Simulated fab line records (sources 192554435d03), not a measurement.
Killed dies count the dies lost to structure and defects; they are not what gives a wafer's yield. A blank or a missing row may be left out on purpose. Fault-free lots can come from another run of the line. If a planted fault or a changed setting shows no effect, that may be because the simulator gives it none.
Split-lot experiment :: flow n5_finfet :: on a route of 1938 steps: 7 lots, 39 wafers read

THE SPLIT ITSELF
At N5_MIM_BOT_ETCH_ETCH_04 (etches SiNx in CF4/O2, target depth 26 nm, time 13 s), the setting time_s was moved away from the recipe's 13 s on 18 of the 39 wafers read, by -57.9% to +40.2%. This setting was run at the recipe's value on the other wafers.

The reading comes from the split's own step.

THE READING
MIM_BOT_ETCH.cd_offset_nm (the simulator's own value, which no gauge read), in nm, at N5_MIM_BOT_ETCH_ETCH_04 (etches SiNx in CF4/O2, target depth 26 nm, time 13 s). There is no usual value for it anywhere in the file. Average -0.0 nm, standard deviation 0.11 nm, over the 21 wafers here run with the recipe.

wafer: L075.1
tool, chamber at the split: rie_diel-05, 1
time_s as run, s: 13
against the recipe: recipe
MIM_BOT_ETCH.cd_offset_nm, nm: 0
against lot-mates on the recipe: -

wafer: L075.2
tool, chamber at the split: rie_diel-05, 0
time_s as run, s: 13
against the recipe: recipe
MIM_BOT_ETCH.cd_offset_nm, nm: 0
against lot-mates on the recipe: -

wafer: L075.3
tool, chamber at the split: rie_diel-05, 3
time_s as run, s: 9.045
against the recipe: -30.4%
MIM_BOT_ETCH.cd_offset_nm, nm: 0.4
against lot-mates on the recipe: +0.4

wafer: L075.4
tool, chamber at the split: rie_diel-05, 2
time_s as run, s: 9.045
against the recipe: -30.4%
MIM_BOT_ETCH.cd_offset_nm, nm: 0.4
against lot-mates on the recipe: +0.4

wafer: L075.5
tool, chamber at the split: rie_diel-05, 2
time_s as run, s: 13
against the recipe: recipe
MIM_BOT_ETCH.cd_offset_nm, nm: 0
against lot-mates on the recipe: -

wafer: L075.6
tool, chamber at the split: rie_diel-05, 1
time_s as run, s: 9.045
against the recipe: -30.4%
MIM_BOT_ETCH.cd_offset_nm, nm: 0.4
against lot-mates on the recipe: +0.4

wafer: L074.1
tool, chamber at the split: rie_diel-06, 2
time_s as run, s: 13
against the recipe: recipe
MIM_BOT_ETCH.cd_offset_nm, nm: 0.2
against lot-mates on the recipe: -

wafer: L074.2
tool, chamber at the split: rie_diel-06, 0
time_s as run, s: 13
against the recipe: recipe
MIM_BOT_ETCH.cd_offset_nm, nm: 0.2
against lot-mates on the recipe: -

wafer: L074.3
tool, chamber at the split: rie_diel-06, 3
time_s as run, s: 17.72
against the recipe: +36.3%
MIM_BOT_ETCH.cd_offset_nm, nm: -0.4
against lot-mates on the recipe: -0.5

wafer: L074.4
tool, chamber at the split: rie_diel-06, 1
time_s as run, s: 17.72
against the recipe: +36.3%
MIM_BOT_ETCH.cd_offset_nm, nm: -0.4
against lot-mates on the recipe: -0.5

wafer: L074.5
tool, chamber at the split: rie_diel-06, 0
time_s as run, s: 17.72
against the recipe: +36.3%
MIM_BOT_ETCH.cd_offset_nm, nm: -0.2
against lot-mates on the recipe: -0.3

wafer: L074.6
tool, chamber at the split: rie_diel-06, 1
time_s as run, s: 13
against the recipe: recipe
MIM_BOT_ETCH.cd_offset_nm, nm: 0
against lot-mates on the recipe: -

wafer: L082.2
tool, chamber at the split: rie_diel-06, 1
time_s as run, s: 13
against the recipe: recipe
MIM_BOT_ETCH.cd_offset_nm, nm: 0
against lot-mates on the recipe: -

wafer: L082.3
tool, chamber at the split: rie_diel-06, 3
time_s as run, s: 13
against the recipe: recipe
MIM_BOT_ETCH.cd_offset_nm, nm: -0.2
against lot-mates on the recipe: -

wafer: L082.6
tool, chamber at the split: rie_diel-06, 3
time_s as run, s: 13
against the recipe: recipe
MIM_BOT_ETCH.cd_offset_nm, nm: -0.2
against lot-mates on the recipe: -

wafer: L088.1
tool, chamber at the split: rie_diel-05, 3
time_s as run, s: 15.52
against the recipe: +19.4%
MIM_BOT_ETCH.cd_offset_nm, nm: -0.4
against lot-mates on the recipe: -0.3

wafer: L088.2
tool, chamber at the split: rie_diel-05, 0
time_s as run, s: 13
against the recipe: recipe
MIM_BOT_ETCH.cd_offset_nm, nm: 0
against lot-mates on the recipe: -

wafer: L088.3
tool, chamber at the split: rie_diel-05, 1
time_s as run, s: 13
against the recipe: recipe
MIM_BOT_ETCH.cd_offset_nm, nm: 0
against lot-mates on the recipe: -

wafer: L088.4
tool, chamber at the split: rie_diel-05, 2
time_s as run, s: 13
against the recipe: recipe
MIM_BOT_ETCH.cd_offset_nm, nm: -0.2
against lot-mates on the recipe: -

wafer: L088.5
tool, chamber at the split: rie_diel-05, 1
time_s as run, s: 15.52
against the recipe: +19.4%
MIM_BOT_ETCH.cd_offset_nm, nm: -0.4
against lot-mates on the recipe: -0.3

wafer: L088.6
tool, chamber at the split: rie_diel-05, 2
time_s as run, s: 15.52
against the recipe: +19.4%
MIM_BOT_ETCH.cd_offset_nm, nm: -0.4
against lot-mates on the recipe: -0.3

wafer: L089.1
tool, chamber at the split: rie_diel-05, 3
time_s as run, s: 5.47
against the recipe: -57.9%
MIM_BOT_ETCH.cd_offset_nm, nm: 0.6
against lot-mates on the recipe: +0.7

wafer: L089.2
tool, chamber at the split: rie_diel-05, 2
time_s as run, s: 13
against the recipe: recipe
MIM_BOT_ETCH.cd_offset_nm, nm: -0.2
against lot-mates on the recipe: -

wafer: L089.3
tool, chamber at the split: rie_diel-05, 1
time_s as run, s: 5.47
against the recipe: -57.9%
MIM_BOT_ETCH.cd_offset_nm, nm: 0.6
against lot-mates on the recipe: +0.7

wafer: L089.4
tool, chamber at the split: rie_diel-05, 0
time_s as run, s: 13
against the recipe: recipe
MIM_BOT_ETCH.cd_offset_nm, nm: 0
against lot-mates on the recipe: -

wafer: L089.5
tool, chamber at the split: rie_diel-05, 1
time_s as run, s: 5.47
against the recipe: -57.9%
MIM_BOT_ETCH.cd_offset_nm, nm: 0.6
against lot-mates on the recipe: +0.7

wafer: L089.6
tool, chamber at the split: rie_diel-05, 2
time_s as run, s: 13
against the recipe: recipe
MIM_BOT_ETCH.cd_offset_nm, nm: -0.2
against lot-mates on the recipe: -

wafer: L094.1
tool, chamber at the split: rie_diel-05, 1
time_s as run, s: 18.23
against the recipe: +40.2%
MIM_BOT_ETCH.cd_offset_nm, nm: -0.4
against lot-mates on the recipe: -0.4

wafer: L094.2
tool, chamber at the split: rie_diel-05, 0
time_s as run, s: 13
against the recipe: recipe
MIM_BOT_ETCH.cd_offset_nm, nm: 0
against lot-mates on the recipe: -

wafer: L094.3
tool, chamber at the split: rie_diel-05, 3
time_s as run, s: 13
against the recipe: recipe
MIM_BOT_ETCH.cd_offset_nm, nm: 0
against lot-mates on the recipe: -

wafer: L094.4
tool, chamber at the split: rie_diel-05, 2
time_s as run, s: 18.23
against the recipe: +40.2%
MIM_BOT_ETCH.cd_offset_nm, nm: -0.6
against lot-mates on the recipe: -0.6

wafer: L094.5
tool, chamber at the split: rie_diel-05, 3
time_s as run, s: 18.23
against the recipe: +40.2%
MIM_BOT_ETCH.cd_offset_nm, nm: -0.6
against lot-mates on the recipe: -0.6

wafer: L094.6
tool, chamber at the split: rie_diel-05, 0
time_s as run, s: 13
against the recipe: recipe
MIM_BOT_ETCH.cd_offset_nm, nm: 0
against lot-mates on the recipe: -

wafer: L096.1
tool, chamber at the split: rie_diel-06, 0
time_s as run, s: 10.12
against the recipe: -22.2%
MIM_BOT_ETCH.cd_offset_nm, nm: 0.4
against lot-mates on the recipe: +0.4

wafer: L096.2
tool, chamber at the split: rie_diel-06, 3
time_s as run, s: 10.12
against the recipe: -22.2%
MIM_BOT_ETCH.cd_offset_nm, nm: 0.2
against lot-mates on the recipe: +0.2

wafer: L096.3
tool, chamber at the split: rie_diel-06, 1
time_s as run, s: 13
against the recipe: recipe
MIM_BOT_ETCH.cd_offset_nm, nm: 0
against lot-mates on the recipe: -

wafer: L096.4
tool, chamber at the split: rie_diel-06, 2
time_s as run, s: 13
against the recipe: recipe
MIM_BOT_ETCH.cd_offset_nm, nm: 0
against lot-mates on the recipe: -

wafer: L096.5
tool, chamber at the split: rie_diel-06, 3
time_s as run, s: 10.12
against the recipe: -22.2%
MIM_BOT_ETCH.cd_offset_nm, nm: 0.2
against lot-mates on the recipe: +0.2

wafer: L096.6
tool, chamber at the split: rie_diel-06, 2
time_s as run, s: 13
against the recipe: recipe
MIM_BOT_ETCH.cd_offset_nm, nm: 0
against lot-mates on the recipe: -

THE FIT
A straight line over all 39 wafers: MIM_BOT_ETCH.cd_offset_nm changes by -0.0117 nm for each +1% of time_s; r = -0.93; the points scatter about the line by 0.11 nm.
The same after taking each lot's own level away (the mean of its wafers on the recipe; 39 wafers): -0.0131 nm for each +1%; r = -0.98; scatter 0.075 nm.
On that fit, the largest move of time_s shifts the reading by 0.76 nm.
Across the lots, their own levels run from -0.13 to 0.13 nm, a range of 2.4 times the standard deviation given above.
Thus the slope moves with the lot-to-lot level: the two fits are different.
Check: for one of the wafers moved furthest among these (-57.9%), held out of the fit, the line's prediction against its lot-mates is +0.749 nm. Against them it came out at +0.733 nm.

FURTHER SPLITS ON THESE WAFERS
Other splits were also applied to these wafers ahead of the reading. Each is held against what the fit with the lots' levels taken away leaves over:
other split on the same wafers: N5_BEOL_M8_TRENCH_ETCH_37 target_depth_a
wafers away from the commonest value: 12
r with MIM_BOT_ETCH.cd_offset_nm (lot level and that fit taken away): +0.22

other split on the same wafers: N5_BEOL_M11_DEP_56 target_thk_a
wafers away from the commonest value: 12
r with MIM_BOT_ETCH.cd_offset_nm (lot level and that fit taken away): +0.02

other split on the same wafers: N5_BEOL_M13_SPUTTER_44 target_thk_a
wafers away from the commonest value: 15
r with MIM_BOT_ETCH.cd_offset_nm (lot level and that fit taken away): -0.04

THE WHOLE CHAIN: every reading that the file lists as answering this split, in the file's order
step: N5_MIM_BOT_ETCH_ETCH_04
what it does: etches SiNx in CF4/O2, target depth 26 nm, time 13 s
reading: etch.depth_nm (the simulator's own value, which no gauge read)
change (the file's fit): +0.255 nm for each +1% of the setting
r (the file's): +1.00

step: N5_MIM_BOT_ETCH_ETCH_04
what it does: etches SiNx in CF4/O2, target depth 26 nm, time 13 s
reading: MIM_BOT_ETCH.cd_offset_nm (the simulator's own value, which no gauge read)
change (the file's fit): -0.013 nm for each +1% of the setting
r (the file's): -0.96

THE FILE'S OWN FIT
MIM_BOT_ETCH.cd_offset_nm changes by -0.013 nm for each +1% of time_s, r = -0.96.
